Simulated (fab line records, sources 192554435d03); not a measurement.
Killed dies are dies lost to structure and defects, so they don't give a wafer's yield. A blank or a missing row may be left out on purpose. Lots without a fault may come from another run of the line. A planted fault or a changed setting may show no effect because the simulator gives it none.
Chamber matching | flow n5_finfet | N5_HKMG_FIN_CMP_94 on cmp-02: 4 sister chambers
The step polishes, stops on SiNx, t overpolish 4.7 s, target thk 43.299 nm. 7 wafers are shown with their chamber, then 7 later ones without.

WAFERS WITH THEIR CHAMBER
wafer  | chamber | motor_current_A (A) | slurry_filter_dp_kPa (kPa)
L077.6 | 1       | 13.8                | 13.75
L078.5 | 1       | 13.2                | 13.25
L085.1 | 3       | 11.1                | 13.57
L085.4 | 2       | 13.3                | 13.56
L085.5 | 2       | 12.9                | 13.46
L090.4 | 0       | 12.7                | 13.67
L090.5 | 3       | 10.9                | 13.64

WAFERS WITHOUT THEIR CHAMBER
wafer  | motor_current_A (A) | slurry_filter_dp_kPa (kPa)
L090.6 | 12.8                | 13.32
L093.2 | 11.2                | 13.63
L093.4 | 12.8                | 13.77
L093.5 | 13.2                | 13.48
L094.1 | 12.9                | 13.35
L094.4 | 12.7                | 13.29
L094.5 | 13.7                | 13.55

WHICH CHAMBER EACH WENT THROUGH
wafer  | from the rows above          | in truth
L090.6 | can't be placed: 2 or 0 or 1 | 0
L093.2 | 3                            | 3
L093.4 | can't be placed: 0 or 2      | 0
L093.5 | can't be placed: 2 or 1 or 0 | 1
L094.1 | can't be placed: 2 or 0 or 1 | 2
L094.4 | can't be placed: 2 or 0 or 1 | 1
L094.5 | can't be placed: 1 or 2      | 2
Placed correctly: 1 of 7. Can't be placed from these rows: 6 (the true chamber is among the candidates in 6). Placed wrongly: 0.
How it was worked out, from the rows above alone: a wafer's distance from a chamber is the root of the sum, over the readings, of the square of ((its reading less the chamber's mean) divided by the reading's scatter). The wafer belongs to the nearest chamber; if the next one is less than 2 further off, it can't be placed. A chamber's mean is the mean of its shown wafers. The scatter: the root of (the sum of the squares of (reading less its chamber's mean) over the shown wafers, divided by (wafers less chambers)).
